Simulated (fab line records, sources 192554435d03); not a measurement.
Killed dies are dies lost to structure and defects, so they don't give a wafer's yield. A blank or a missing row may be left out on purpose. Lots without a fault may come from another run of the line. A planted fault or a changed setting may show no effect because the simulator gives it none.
A struck lot beside a sound one | flow n5_finfet | 15 steps out of a route of 1938
Sound: wafers L234.3, L234.4, L234.5. Struck: wafer L242.2. (L242.4, L242.6 of the same lot were not struck and are left out.) The cause comes at the end.
At each step with rows: each side's tool, then ch and its chambers, then its first start. Under that, the readings that differ: sound wafers | struck wafers | difference of the means | sigmas: that difference in standard deviations of wafers without a fault.
alike: readings whose means differ by less than 2 such deviations, and words and numbers that are the same on both sides. not compared: withheld readings, readings that some wafer has no value for, bounds like >300 that may hide the same value, and numbers for which the record gives no deviation and whose values overlap.
The two part at a step that has a row with sigmas, a row that says differs or no value, or rows on one side only. Numbers that don't overlap but have no deviation are shown without sigmas and don't part them. A reading that every wafer of one side lacks parts them only if that side has two wafers or more.

N5_DUMMY_GATE_CD_MEAS_15: target cd 25.8 nm.
  sound on cd_sem-03 ch 0, day 5 01:18; struck on cd_sem-02 ch 0, day 7 01:25
  reading    | sound             | struck | difference | sigmas
  cd_nm (nm) | 25.21 25.04 24.72 | 25.71  | +0.72      | +3
N5_DUMMY_GATE_OVL_MEAS_16:
  sound on overlay-01 ch 0, day 5 01:21; struck on overlay-01 ch 0, day 7 01:28
  alike: GATE_OVL
N5_DUMMY_GATE_INSPECT_17: inspects for defects (brightfield).
  sound on defect_inspect-01, day 5 01:24; struck on defect_inspect-01, day 7 01:31
  alike: raw_defect_count
then, 2 steps without rows for these wafers: N5_DUMMY_GATE_DESCUM_20 (chemistry O2, time 6.2 s); N5_DUMMY_GATE_ETCH_29 (etches underlayer in N2/H2, target depth 13 nm).
N5_DUMMY_GATE_ETCH_36: etches SiARC in CF4, target depth 13 nm.
  sound on rie_diel-04 ch 0,3, day 5 01:32; struck on rie_diel-01 ch 1, day 7 01:39
  reading      | sound             | struck | difference | sigmas
  rf_vpp_V (V) | 185.9 183.0 185.7 | 182.4  | -2.5       | -2
  alike: drypump_motor_current_A, oes_product_au, rf_fwd_power_W, showerhead_plenum_p_Torr, throttle_valve_pct
  not compared: rf_hours_counter_h
N5_DUMMY_GATE_ETCH_37: etches SOC in N2/H2, target depth 60 nm, overetch 30 nm.
  sound on rie_diel-04 ch 0,3, day 5 01:34; struck on rie_diel-01 ch 1, day 7 01:41
  reading                         | sound             | struck | difference | sigmas
  rf_fwd_power_W (W)              | 831 825 823       | 837    | +11        | +3
  rf_vpp_V (V)                    | 524.8 526.3 524.6 | 519.9  | -5.3       | -2
  showerhead_plenum_p_Torr (Torr) | 2.55 2.64 2.64    | 2.44   | -0.17      | -2
  alike: drypump_motor_current_A, oes_product_au, throttle_valve_pct
  not compared: rf_hours_counter_h
then, 2 steps without rows for these wafers: N5_DUMMY_GATE_STRIP_38 (strips in N2/H2); N5_DUMMY_GATE_STRIP_39 (strips in N2/H2).
N5_DUMMY_GATE_TRIM_49: chemistry O2, time 29 s, target cd 14 nm.
  sound on rie_si-06 ch 1,2, day 5 01:39; struck on rie_si-05 ch 1, day 7 01:46
  alike: drypump_motor_current_A, oes_product_au, throttle_valve_pct
  not compared: rf_hours_counter_h
N5_DUMMY_GATE_STRIP_40: strips in CF4.
  sound on rie_diel-01 ch 0,1,3, day 5 01:57; struck on rie_diel-01 ch 1, day 7 01:52
  alike: drypump_motor_current_A, oes_product_au, rf_vpp_V, showerhead_plenum_p_Torr, throttle_valve_pct
  not compared: rf_hours_counter_h
N5_DUMMY_GATE_CD_MEAS_50: target cd 14 nm.
  sound on cd_sem-02, day 5 02:00; struck on cd_sem-03, day 7 01:55
  alike: cd_nm
N5_DUMMY_GATE_ETCH_31: etches SiO2 in C4F6/O2, target depth 82.5 nm, time 27.5 s.
  sound on rie_diel-01 ch 1,2,3, day 5 02:09; struck on rie_diel-01 ch 2, day 7 01:58
  reading                                     | sound             | struck | difference | sigmas
  oes_f_703_au (a.u.)                         | 0.80 0.80 0.71    | 1.01   | +0.24      | +4
  oes_o_777_au (a.u.)                         | 0.80 0.78 0.70    | 0.96   | +0.20      | +3
  rf_fwd_power_W (W)                          | 340.0 341.6 341.9 | 426.1  | +84.9      | +71
  rf_vpp_V (V)                                | 667 650 670       | 584    | -78        | -7
  model.etch.depth_nm (nm)                    | 85.22 81.53 82.25 | 88.55  | +5.55      |
  model.SOC_of_DUMMY_GATE_COAT_34.thk_nm (nm) | 51.4 52 52        | 51     | -1         |
  alike: drypump_motor_current_A, oes_product_au, showerhead_plenum_p_Torr, throttle_valve_pct
  not compared: rf_hours_counter_h
N5_DUMMY_GATE_STRIP_41: strips in O2.
  sound on rie_diel-01 ch 1,2,3, day 5 02:11; struck on rie_diel-01 ch 2, day 7 02:01
  alike: drypump_motor_current_A, oes_product_au, rf_vpp_V, showerhead_plenum_p_Torr, throttle_valve_pct
  not compared: rf_hours_counter_h
then, 1 step without rows for these wafers: N5_PASSIVATION_PROBE_49.

WHERE THEY PART
First at N5_DUMMY_GATE_CD_MEAS_15; last, within this record, at N5_DUMMY_GATE_ETCH_31. Later steps at which nothing parts them and some readings are alike: N5_DUMMY_GATE_STRIP_41.

WHY: what the simulator had put in
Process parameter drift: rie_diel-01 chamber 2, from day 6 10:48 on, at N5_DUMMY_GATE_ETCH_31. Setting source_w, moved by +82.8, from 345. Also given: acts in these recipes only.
